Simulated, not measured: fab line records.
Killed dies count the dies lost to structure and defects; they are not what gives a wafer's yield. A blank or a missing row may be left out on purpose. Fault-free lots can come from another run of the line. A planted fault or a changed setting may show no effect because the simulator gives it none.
Split-lot trial | flow n5 finfet | 7 lots, 39 wafers read, on a route of 1938 steps

== SPLIT DETAILS ==
At N5_FIN_SAQP_HM_DEP_72 (deposits SiO2 from SiH4/N2O, target thk 12 nm, time 7.2 s), the setting time s was moved away from the recipe's 7.2 s on 15 of the 39 wafers read, by -57.3% to +48.1%. All remaining wafers had this setting at the recipe value.

== FROM THE SPLIT TO THE READING: what the file shows between them, 4 steps ==
- N5_FIN_SAQP_COAT_49: time 60 s, resist thk 100 nm
- N5_FIN_SAQP_COAT_50: time 60 s, resist thk 35 nm
- N5_FIN_SAQP_ETCH_52: etches SOC in N2/H2, target depth 100 nm, overetch 20 nm, time 150 s
- N5_FIN_SAQP_STRIP_53: strips in N2/H2

== THE READING ==
etch.depth nm (the simulator's own value, which no gauge read), in nm, at N5_FIN_SAQP_HM_OPEN_73 (chemistry CHF3/O2, target SiO2, stops on a-Si, target depth 12 nm, time 16.8 s). The file gives no usual value for it. The 24 wafers here that ran the recipe average 12.016 nm, standard deviation 0.17 nm.

wafer  | tool, chamber at the split | time s as run, s | against the recipe | etch.depth nm, nm | against lot-mates on the recipe
L074.1 | pecvd-01, 2                | 7.2              | recipe             | 12.05             | -
L074.2 | pecvd-01, 0                | 10.66            | +48.1%             | 17.62             | +5.523
L074.3 | pecvd-01, 1                | 7.2              | recipe             | 12.13             | -
L074.4 | pecvd-01, 0                | 7.2              | recipe             | 12.11             | -
L074.5 | pecvd-01, 1                | 10.66            | +48.1%             | 17.9              | +5.803
L074.6 | pecvd-01, 2                | 10.66            | +48.1%             | 17.99             | +5.893
L075.2 | pecvd-03, 0                | 7.2              | recipe             | 11.85             | -
L075.4 | pecvd-03, 0                | 7.2              | recipe             | 12.07             | -
L075.6 | pecvd-03, 1                | 7.2              | recipe             | 11.87             | -
L076.1 | pecvd-01, 1                | 8.472            | +17.7%             | 14.35             | +2.180
L076.2 | pecvd-01, 0                | 7.2              | recipe             | 11.92             | -
L076.3 | pecvd-01, 2                | 8.472            | +17.7%             | 14.31             | +2.140
L076.4 | pecvd-01, 0                | 8.472            | +17.7%             | 14.26             | +2.090
L076.5 | pecvd-01, 1                | 7.2              | recipe             | 12.36             | -
L076.6 | pecvd-01, 2                | 7.2              | recipe             | 12.23             | -
L082.1 | pecvd-01, 0                | 3.077            | -57.3%             | 5.017             | -6.993
L082.2 | pecvd-01, 2                | 3.077            | -57.3%             | 4.982             | -7.028
L082.3 | pecvd-01, 1                | 7.2              | recipe             | 12.05             | -
L082.4 | pecvd-01, 1                | 7.2              | recipe             | 12.07             | -
L082.5 | pecvd-01, 0                | 3.077            | -57.3%             | 5.024             | -6.986
L082.6 | pecvd-01, 2                | 7.2              | recipe             | 11.91             | -
L087.1 | pecvd-03, 0                | 7.2              | recipe             | 11.68             | -
L087.2 | pecvd-03, 1                | 4.765            | -33.8%             | 7.744             | -4.016
L087.3 | pecvd-03, 2                | 7.2              | recipe             | 11.78             | -
L087.4 | pecvd-03, 1                | 4.765            | -33.8%             | 7.628             | -4.132
L087.5 | pecvd-03, 0                | 4.765            | -33.8%             | 7.909             | -3.851
L087.6 | pecvd-03, 2                | 7.2              | recipe             | 11.82             | -
L091.1 | pecvd-03, 0                | 7.2              | recipe             | 11.81             | -
L091.2 | pecvd-03, 2                | 7.2              | recipe             | 11.82             | -
L091.3 | pecvd-03, 1                | 3.931            | -45.4%             | 6.67              | -5.267
L091.4 | pecvd-03, 1                | 3.931            | -45.4%             | 6.722             | -5.215
L091.5 | pecvd-03, 0                | 3.931            | -45.4%             | 6.806             | -5.131
L091.6 | pecvd-03, 2                | 7.2              | recipe             | 12.18             | -
L093.1 | pecvd-02, 1                | 7.2              | recipe             | 11.95             | -
L093.2 | pecvd-02, 0                | 7.2              | recipe             | 12.02             | -
L093.3 | pecvd-02, 0                | 7.2              | recipe             | 12.15             | -
L093.4 | pecvd-02, 1                | 7.2              | recipe             | 12.22             | -
L093.5 | pecvd-02, 1                | 7.2              | recipe             | 12.07             | -
L093.6 | pecvd-02, 0                | 7.2              | recipe             | 12.26             | -

THE FIT
A straight line over all 39 wafers: etch.depth nm changes by +0.121 nm for each +1% of time s; r = +1.00; the points scatter about the line by 0.17 nm.
The same after taking each lot's own level away (the mean of its wafers on the recipe; 39 wafers): +0.119 nm for each +1%; r = +1.00; scatter 0.14 nm.
That fit puts the effect of the largest move of time s on the reading at 6.8 nm.
Across the lots, their own levels run from 11.7600 to 12.1700 nm, a range of 2.4 times the standard deviation given above.
The two slopes agree, so the slope changes little with the lot-to-lot level.
Check: for one of the wafers moved furthest among these (-57.3%), held out of the fit, the line's prediction against its lot-mates is -6.8 nm. It came out at -6.99 nm against them.

== OTHER SPLITS APPLIED TO THESE WAFERS ==
Note: prior to the reading, these wafers also went through further splits. Each is held against what the fit with the lots' levels taken away leaves over:
other split on the same wafers       | wafers away from the commonest value | r with etch.depth nm (lot level and that fit taken away)
N5_ZERO_LAYER_ETCH_18 target depth a | 18                                   | -0.08

== THE WHOLE CHAIN: every reading that the file lists as answering this split, in the file's order ==
step                   | what it does                                                                   | reading                                                                            | change (the file's fit)               | r (the file's)
N5_FIN_SAQP_HM_DEP_72  | deposits SiO2 from SiH4/N2O, target thk 12 nm, time 7.2 s                      | SiO2_of_FIN_SAQP_HM_DEP_72.thk nm (the simulator's own value, which no gauge read) | +0.119 nm for each +1% of the setting | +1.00
N5_FIN_SAQP_HM_OPEN_73 | chemistry CHF3/O2, target SiO2, stops on a-Si, target depth 12 nm, time 16.8 s | etch.depth nm (the simulator's own value, which no gauge read)                     | +0.119 nm for each +1% of the setting | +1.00

== FILE'S OWN FIT ==
etch.depth nm changes by +0.119 nm for each +1% of time s, r = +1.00.
